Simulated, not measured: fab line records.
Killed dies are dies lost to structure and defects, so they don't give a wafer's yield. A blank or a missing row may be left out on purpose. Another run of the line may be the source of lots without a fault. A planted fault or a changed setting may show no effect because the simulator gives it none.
Which tool did it?	flow n5-finfet	7 lots, 20 wafers sampled, at 4 steps of a route of 1938

WHAT THE GAUGES READ, wafer by wafer
N5_BEOL_M0_SAQP_CD_MEAS_25: target cd 13.1 nm.
lot	measured	on	cd-nm (nm)
L691	day 5 21:46	cd-sem-03	12.84 12.58 12.63
L694	day 6 19:56	cd-sem-01	12.90 12.88 12.72
L696	day 7 07:15	cd-sem-03	- - -
L701	day 8 17:32	cd-sem-02	12.73 12.71
L703	day 9 06:40	cd-sem-03	12.70 12.84 12.46
L708	day 10 12:38	cd-sem-03	13.15 12.51 13.17
L712	day 12 01:56	cd-sem-03	12.49 13.07 12.71

EACH LOT AND THE TOOL THAT RAN IT (in order: tool; ch and the chambers of the sampled wafers; start)
lot	N5_BEOL_M0_SAQP_PECVD_97	N5_BEOL_M0_SAQP_SPACER1_ALD_98	N5_BEOL_M0_SAQP_MANDREL1_REMOVE_100
L691	pecvd-04 ch 0,1,2, day 5 19:32	ald-sin-04 ch 0,2,3, day 5 21:01	rie-si-05 ch 0,2,3, day 5 21:40
L694	pecvd-01 ch 1,2, day 6 17:16	ald-sin-01 ch 1,2,3, day 6 19:15	rie-si-03 ch 0,1,2, day 6 19:49
L696	pecvd-04 ch 0,2, day 7 04:58	ald-sin-02 ch 2,3, day 7 06:35	rie-si-06 ch 0,1, day 7 07:08
L701	pecvd-01 ch 0,2, day 8 14:39	ald-sin-04 ch 0,1, day 8 16:52	rie-si-05 ch 0,1, day 8 17:25
L703	pecvd-02 ch 0,1,2, day 9 04:08	ald-sin-02 ch 0,1,3, day 9 06:00	rie-si-06 ch 1,2,3, day 9 06:34
L708	pecvd-04 ch 0,2, day 10 10:08	ald-sin-04 ch 0,1,3, day 10 11:58	rie-si-06 ch 1,2,3, day 10 12:31
L712	pecvd-02 ch 0,1,2, day 11 23:40	ald-sin-02 ch 0,2,3, day 12 01:16	rie-si-06 ch 0,1, day 12 01:50
- N5_BEOL_M0_SAQP_PECVD_97: deposits SiNx from SiH4/NH3/N2, target thk 23 nm, time 19.9 s.
- N5_BEOL_M0_SAQP_SPACER1_ALD_98: deposits SiO2, target thk 12.8 nm, pulse time 1 s, purge time 2 s.
- N5_BEOL_M0_SAQP_MANDREL1_REMOVE_100: chemistry HBr/Cl2/O2, target a-Si, stops on SiNx, bt time 10 s.

THE ANSWER, worked out from the rows above alone
Rule: the lots themselves supply what counts as usual. Put in order of their means at a reading, lots are off if they are a third of the lots or fewer, leave a main group of 4 or more, and stand apart from it by a gap of 3 or more times the standard deviation of the main group's means; of several such gaps the widest counts. Not used: any main group whose means are identical at the precision the tables above print for the reading. Also off: a lot with no number at a reading for which 4 or more lots have one. The other lots that the step has rows for count as sound.
Off at N5_BEOL_M0_SAQP_CD_MEAS_25 (cd-nm): L696. Without a number there: L696. The main group has a mean of 12.77 nm with a standard deviation of 0.096.
If a tool, at a process step before that reading, ran all the lots that are off and no sound lot after the first of them, it fits. Those tools and the gauges at N5_BEOL_M0_SAQP_CD_MEAS_25 are tried in the same way. None of those tried fits.

WHAT THE SIMULATOR HAD PUT IN
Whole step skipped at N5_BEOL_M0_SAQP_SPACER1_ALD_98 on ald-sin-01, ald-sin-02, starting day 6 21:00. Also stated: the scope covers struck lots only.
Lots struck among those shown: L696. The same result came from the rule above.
